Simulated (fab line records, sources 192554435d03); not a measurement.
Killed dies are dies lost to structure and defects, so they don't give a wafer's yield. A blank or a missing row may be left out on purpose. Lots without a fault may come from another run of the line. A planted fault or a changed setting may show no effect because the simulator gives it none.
Chamber matching | flow n5_finfet | N5_BEOL_M8_ETCH_66 on rie_diel-04: 4 sister chambers
The step etches SOC in N2/H2, target depth 80 nm, overetch 16 nm, time 120 s. 4 wafers are shown with their chamber, then 12 later ones without.

WAFERS WITH THEIR CHAMBER
wafer  | chamber | drypump_motor_current_A (A)
L084.5 | 3       | 5.7
L084.6 | 2       | 4.8
L088.5 | 1       | 5.3
L088.6 | 0       | 5.9

WAFERS WITHOUT THEIR CHAMBER
wafer  | drypump_motor_current_A (A)
L091.1 | 5.9
L091.3 | 4.8
L091.4 | 4.8
L094.1 | 4.8
L094.2 | 5.7
L094.3 | 5.9
L094.4 | 5.3
L094.5 | 5.6
L094.6 | 5.9
L097.4 | 5.6
L097.5 | 4.8
L097.6 | 5.3

WHICH CHAMBER EACH WENT THROUGH
wafer  | from the rows above | in truth
L091.1 | 0                   | 0
L091.3 | 2                   | 2
L091.4 | 2                   | 2
L094.1 | 2                   | 2
L094.2 | 3                   | 3
L094.3 | 0                   | 0
L094.4 | 1                   | 1
L094.5 | 3                   | 3
L094.6 | 0                   | 0
L097.4 | 3                   | 3
L097.5 | 2                   | 2
L097.6 | 1                   | 1
Placed correctly: 12 of 12. Can't be placed from these rows: 0. Placed wrongly: 0.
How it was worked out, from the rows above alone: a wafer's distance from a chamber is the root of the sum, over the readings, of the square of ((its reading less the chamber's mean) divided by the reading's scatter). The wafer belongs to the nearest chamber; if the next one is less than 2 further off, it can't be placed. A chamber's mean is the mean of its shown wafers. The scatter: with one shown wafer a chamber, the root of the mean of the squares of how far each hidden wafer lies from its nearest shown one.
